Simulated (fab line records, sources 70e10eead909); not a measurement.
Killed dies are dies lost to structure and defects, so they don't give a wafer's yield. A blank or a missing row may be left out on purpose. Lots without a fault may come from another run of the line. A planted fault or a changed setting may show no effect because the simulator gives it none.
A struck lot beside a sound one | flow nand_harc | 24 steps out of a route of 1302
Sound: wafers L157.1, L157.2, L157.5. Struck: wafers L155.3, L155.5, L155.6. The cause comes at the end.
At each step with rows: each side's tool, then ch and its chambers, then its first start. Under that, the readings that differ: sound wafers | struck wafers | difference of the means | sigmas: that difference in standard deviations of wafers without a fault.
alike: readings whose means differ by less than 2 such deviations, and words and numbers that are the same on both sides. not compared: withheld readings, readings that some wafer has no value for, bounds like >300 that may hide the same value, and numbers for which the record gives no deviation and whose values overlap.
The two part at a step that has a row with sigmas, a row that says differs or no value, or rows on one side only. Numbers that don't overlap but have no deviation are shown without sigmas and don't part them. A reading that every wafer of one side lacks parts them only if that side has two wafers or more.

NHARC_P_CONTACT_DEP_30: deposits SiNx, target thk 30 nm.
  sound on pecvd-04 ch 0,1,2, day 14 11:02; struck on pecvd-03 ch 1,2, day 13 18:07
  alike: heater_power_w, rf_fwd_power_W, susceptor_temp_C
NHARC_P_CONTACT_DEP_00: deposits SiO2, target thk 500 nm.
  sound on pecvd-04 ch 0,1,2; struck on pecvd-03 ch 1,2
  alike: heater_power_w, rf_fwd_power_W, susceptor_temp_C, throttle_valve_pct
NHARC_P_CONTACT_CMP_01: polishes SiO2, target thk 200 nm.
  sound on cmp-01 ch 0,1,2, day 14 11:44; struck on cmp-02 ch 0,1,2, day 13 18:48
  alike: edge_zone_pressure_frac, motor_current_A
then, 8 steps without rows for these wafers: NHARC_P_CONTACT_SRD_03; NHARC_P_CONTACT_DEHYDRATE_04 (time 120 s); NHARC_P_CONTACT_HMDS_05 (time 30 s); NHARC_P_CONTACT_COAT_33 (time 75 s); NHARC_P_CONTACT_COAT_34 (time 65 s); NHARC_P_CONTACT_COAT_06 (resist thk 90 nm); NHARC_P_CONTACT_SOFTBAKE_07 (time 55 s); NHARC_P_CONTACT_EBR_08.
NHARC_P_CONTACT_EXPOSE_09: exposes mask P CA, target cd 90 nm.
  sound on arfi_scanner-02 ch 0, day 14 12:17; struck on arfi_scanner-01 ch 0, day 13 19:28
  reading              | sound             | struck            | difference | sigmas
  exposure_dose_mJ_cm2 | 81.37 81.24 81.36 | 69.49 69.62 69.48 | -11.79     | -99 or more
  alike: mask
then, 2 steps without rows for these wafers: NHARC_P_CONTACT_PEB_10 (peb time 65 s); NHARC_P_CONTACT_DEVELOP_11 (develop time 35 s).
NHARC_P_CONTACT_CD_MEAS_12: target cd 90 nm.
  sound on cd_sem-02 ch 0, day 14 12:25; struck on cd_sem-03 ch 0
  reading    | sound          | struck         | difference | sigmas
  cd_nm (nm) | 90.7 91.5 91.0 | 80.2 80.5 81.4 | -10.4      | -17
  not compared: hold
NHARC_P_CONTACT_OVL_MEAS_13:
  sound on overlay-01, day 14 12:31; struck on overlay-01, day 13 21:56
  reading           | sound       | struck                                                                     | difference                   | sigmas
  hold              | - - -       | await_dispo/2.0h/release await_dispo/2.0h/release await_dispo/2.0h/release | no value on the sound wafers |
  overlay_y_nm (nm) | 0.8 0.5 0.4 | -1.2 -1.2 -1.8                                                             | -2.0                         | -2
  alike: overlay_x_nm
NHARC_P_CONTACT_INSPECT_14:
  sound on defect_inspect-02, day 14 12:33; struck on defect_inspect-02, day 13 21:58
  alike: raw_defect_count
NHARC_P_CONTACT_DESCUM_17: chemistry O2, time 3 s.
  sound on rie_diel-01 ch 1,2,3, day 14 12:37; struck on rie_diel-05 ch 0,3, day 13 22:01
  reading                    | sound             | struck            | difference | sigmas
  model.P_CONTACT.cd_nm (nm) | 90.17 90.94 90.88 | 79.49 80.69 80.43 | -10.46     |
  alike: drypump_motor_current_A, oes_product_au, rf_vpp_V, showerhead_plenum_p_Torr, throttle_valve_pct
  not compared: rf_hours_counter_h
then, 1 step without rows for these wafers: NHARC_P_CONTACT_ETCH_35 (etches the open film in CF4, target depth 39 nm, time 65 s).
NHARC_P_CONTACT_ETCH_36: etches the open film in N2/H2, target depth 260 nm, time 406.25 s.
  sound on rie_diel-01 ch 2,3; struck on rie_diel-05 ch 1,2
  alike: bias_w, drypump_motor_current_A, oes_product_au, rf_fwd_power_W, rf_vpp_V, showerhead_plenum_p_Torr, throttle_valve_pct
  not compared: rf_hours_counter_h
NHARC_P_CONTACT_ETCH_18: etches the open film in C4F8/O2/Ar, target depth 481 nm, time 240.5 s.
  sound on rie_diel-01 ch 0,2,3; struck on rie_diel-05 ch 0,3
  alike: bias_w, oes_product_au, rf_fwd_power_W, rf_vpp_V
  not compared: rf_hours_counter_h
then, 1 step without rows for these wafers: NHARC_P_CONTACT_STRIP_37 (strips in C4F8/O2/Ar).
NHARC_P_CONTACT_ETCH_31: etches the open film in CH3F/O2, target depth 30 nm, time 85.7 s.
  sound on rie_diel-01 ch 0,3; struck on rie_diel-05 ch 0,1
  reading                    | sound             | struck            | difference | sigmas
  model.P_CONTACT.cd_nm (nm) | 92.94 90.91 94.22 | 82.41 79.05 82.82 | -11.26     |
  alike: bias_w, drypump_motor_current_A, oes_product_au, rf_fwd_power_W, rf_vpp_V, showerhead_plenum_p_Torr, throttle_valve_pct
  not compared: rf_hours_counter_h
NHARC_P_CONTACT_CD_MEAS_19:
  sound on cd_sem-02, day 14 13:29; struck on cd_sem-01, day 13 23:05
  reading    | sound          | struck         | difference | sigmas
  cd_nm (nm) | 92.9 90.8 94.0 | 82.9 78.7 82.8 | -11.1      | -7
  not compared: hold

WHERE THEY PART
First at NHARC_P_CONTACT_EXPOSE_09; last, within this record, at NHARC_P_CONTACT_CD_MEAS_19.

WHY: what the simulator had put in
Process parameter drift: arfi_scanner-01, from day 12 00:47 on, at NHARC_P_CONTACT_EXPOSE_09. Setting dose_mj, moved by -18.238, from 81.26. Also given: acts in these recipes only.
